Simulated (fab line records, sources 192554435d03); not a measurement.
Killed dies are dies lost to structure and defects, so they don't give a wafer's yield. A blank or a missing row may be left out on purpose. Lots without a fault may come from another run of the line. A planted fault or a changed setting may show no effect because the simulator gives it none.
Chamber matching | flow n5_finfet | N5_HKMG_FIN_ALD_74 on ald_hk-01: 4 sister chambers
The step deposits La2O3, target thk 0.5 nm, pulse time 6 s, co reactant pulse time 1 s. 14 wafers are shown with their chamber, then 7 later ones without.

WAFERS WITH THEIR CHAMBER
wafer  | chamber | heater_power_w (W) | precursor_pulse_height_rel
L074.1 | 0       | 343                | 1.002
L074.2 | 2       | 286                | 0.993
L074.6 | 1       | 271                | 1.030
L080.1 | 3       | 323                | 0.961
L080.2 | 2       | 288                | 0.984
L080.6 | 3       | 321                | 0.976
L081.3 | 1       | 264                | 1.020
L081.4 | 0       | 341                | 1.001
L081.5 | 0       | 344                | 1.006
L086.2 | 3       | 322                | 1.031
L086.4 | 0       | 338                | 1.021
L086.6 | 3       | 317                | 0.980
L090.2 | 2       | 296                | 0.973
L090.5 | 2       | 287                | 1.015

SIGNATURES (means of the wafers above)
reading                    | chamber 0 | chamber 1 | chamber 2 | chamber 3 | scatter within a chamber
heater_power_w             | 341.50    | 267.50    | 289.25    | 320.75    | 3.59
precursor_pulse_height_rel | 1.00750   | 1.02500   | 0.99125   | 0.98700   | 0.0201
Rule: a wafer's distance from a chamber is the root of the sum, over the readings, of the square of ((its reading less the chamber's mean) divided by the reading's scatter). The wafer belongs to the nearest chamber; if the next one is less than 2 further off, it can't be placed. The scatter: the root of (the sum of the squares of (reading less its chamber's mean) over the shown wafers, divided by (wafers less chambers)).

WAFERS WITHOUT THEIR CHAMBER
wafer  | heater_power_w (W) | precursor_pulse_height_rel
L090.6 | 322                | 1.005
L092.2 | 342                | 1.013
L092.3 | 318                | 0.964
L092.4 | 266                | 1.006
L095.4 | 330                | 1.040
L095.5 | 270                | 1.023
L095.6 | 289                | 0.971

WHICH CHAMBER EACH WENT THROUGH
wafer  | from the rows above     | in truth
L090.6 | 3                       | 3
L092.2 | 0                       | 0
L092.3 | 3                       | 3
L092.4 | 1                       | 1
L095.4 | can't be placed: 0 or 3 | 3
L095.5 | 1                       | 1
L095.6 | 2                       | 2
Placed correctly: 6 of 7. Can't be placed from these rows: 1 (the true chamber is among the candidates in 1). Placed wrongly: 0.
